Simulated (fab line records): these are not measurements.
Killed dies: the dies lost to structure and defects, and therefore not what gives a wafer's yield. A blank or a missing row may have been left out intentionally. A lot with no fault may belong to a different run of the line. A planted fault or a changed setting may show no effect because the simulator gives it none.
Code-filled problem report in 8D (eight disciplines) form -- flow n5_finfet -- the parts of the form that need people (team, actions taken, sign-off) are left out

== 1. PROBLEM STATEMENT ==
A mean of 173.2 W is read at N5_BEOL_M7_VIA_ETCH_34 for bias_w, taken on 1 wafer of 1 lot, against 185.0 W (standard deviation 0.56) on wafers free of any fault. That puts it -21 standard deviations away from the usual mean.
The step: etches SiCOH lowk in C4F6/O2, target depth 125.5 nm, time 50.5 s.
First seen on wafer L553.2, day 12 07:58, on rie_diel-02. Wafers with a number at this step in the record: 28, from 11 lots. The rule behind "out" and "out of limits": a value lying over 4 standard deviations away from the usual mean. The other wafers with a number count as sound.

== 2. WHAT THIS IS AND IS NOT ==
question,is,is not
which readings at this step,bias_w,"drypump_motor_current_A, oes_ar_750_au, oes_product_au, showerhead_plenum_p_Torr, throttle_valve_pct"
which lots,L553,"L543, L544, L546, L547, L548, L551, L554, L563, L564, L565"
which wafers of those lots,L553.2,"L553.1, L553.3"
read on which tools,rie_diel-02,"rie_diel-01, rie_diel-03"
when,from day 12 07:58,"up to then (18 sound wafers); but 9 sound wafers of L563, L564, L565 came after"

== 3. WHAT RULES OUT EACH SUSPECT ==
Counting: a tool at a process step up to the reading stays a suspect if it ran every lot that is out. Sound lots after the first of them don't rule it out here, since some wafers of a struck lot are sound.
- rie_diel-02 at N5_BEOL_M7_DESCUM_16 (chemistry O2, time 7.9 s): kept. The lot that is out, L553, ran on it at day 12 05:20; the last sound lot it ran before that was L554, at day 11 21:21.
- rie_metal-02 at N5_BEOL_M7_HM_OPEN_17 (chemistry Cl2/BCl3, target TiN, target depth 20 nm, overetch 6 nm): kept. The lot that is out, L553, ran on it at day 12 05:37; the last sound lot it ran before that was L544, at day 9 18:41.
- rie_diel-02 at N5_BEOL_M7_VIA_ETCH_34 (etches SiCOH lowk in C4F6/O2, target depth 125.5 nm, time 50.5 s): kept. The lot that is out, L553, ran on it at day 12 07:58; the last sound lot it ran before that was L554, at day 11 22:52. Out on those wafers are its own readings of bias_w.
- At N5_BEOL_M7_DESCUM_16, inside rie_diel-02: chamber 2 took the wafers that are out, while their sound lot-mates went through chambers 0, 1.
- The sound lot-mates ran in chamber 0 of rie_metal-02 at N5_BEOL_M7_HM_OPEN_17, but the wafers that are out ran in chamber 1.
- At N5_BEOL_M7_VIA_ETCH_34, inside rie_diel-02: chamber 1 took the wafers that are out, while their sound lot-mates went through chambers 0, 2.
After the count, these remain: rie_diel-02 at N5_BEOL_M7_DESCUM_16, rie_metal-02 at N5_BEOL_M7_HM_OPEN_17 and rie_diel-02 at N5_BEOL_M7_VIA_ETCH_34.

== 4. THE CAUSE (what the simulator had put in) ==
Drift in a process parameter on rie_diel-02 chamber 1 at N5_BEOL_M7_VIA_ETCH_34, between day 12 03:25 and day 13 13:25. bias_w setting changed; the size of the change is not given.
Counting left 3 suspects, and this tool is among them.

== 5. THE EFFECT CHAIN, in route order ==
Each row: a reading whose mean over the struck wafers that have a number lies more than 3 standard deviations from the usual. Readings are gone through only where the record gives a usual standard deviation; hours: the median, over the lots, of the time from a lot's start at the first step in this table giving one to that lot's start at this step; sigmas: the change measured in usual standard deviations.
hours,step,reading,usual,on struck wafers,change,sigmas
0,N5_BEOL_M7_VIA_ETCH_34,bias_w,185.0 W,173.2,-11.8,-21
Process steps it contains:
- N5_BEOL_M7_VIA_ETCH_34: etches SiCOH lowk in C4F6/O2, target depth 125.5 nm, time 50.5 s.

== 6. HOW IT WOULD HAVE BEEN CAUGHT EARLIER ==
The fault began at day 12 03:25; the first out-of-limits reading in this record came at day 12 07:58, 5 hours later.
